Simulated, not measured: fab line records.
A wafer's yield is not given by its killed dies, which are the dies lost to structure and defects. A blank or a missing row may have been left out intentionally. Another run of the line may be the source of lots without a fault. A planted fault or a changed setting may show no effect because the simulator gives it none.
Chamber matching -- flow nand-harc -- cmp-02 running NHARC_A_DECK1_JOINT_CMP_02: 3 sister chambers
The step polishes SiOx. 6 wafers are shown with their chamber, then 4 later ones without.

## WAFERS PAIRED WITH THEIR CHAMBERS
wafer,chamber,motor-current-A (A)
L569.5,0,13.4
L572.2,1,12.3
L572.5,1,12.1
L572.6,0,13.6
L579.4,2,14.5
L579.5,2,14.7

## WAFERS WITHOUT THEIR CHAMBER
wafer,motor-current-A (A)
L581.1,14.6
L581.4,12.9
L581.6,15.3
L582.6,14.1

## EACH ONE'S CHAMBER
wafer,from the rows above,in truth
L581.1,2,2
L581.4,can't be placed: 0 or 1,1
L581.6,2,2
L582.6,can't be placed: 2 or 0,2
Placed correctly: 2 of 4. Unplaceable from these rows: 2, with the true chamber sitting among the candidates in 2. Number placed wrongly: 0.
How it was worked out, from the rows above alone: a wafer's distance from a chamber is the root of the sum, over the readings, of the square of ((its reading less the chamber's mean) divided by the reading's scatter). If the next closest chamber is less than 2 further off than the closest, the wafer can't be placed; otherwise it belongs to the closest. A chamber's mean is the mean of its shown wafers. The scatter: take each reading less its chamber's mean, square it, sum over the shown wafers, divide by the number of wafers less the number of chambers, and take the root.
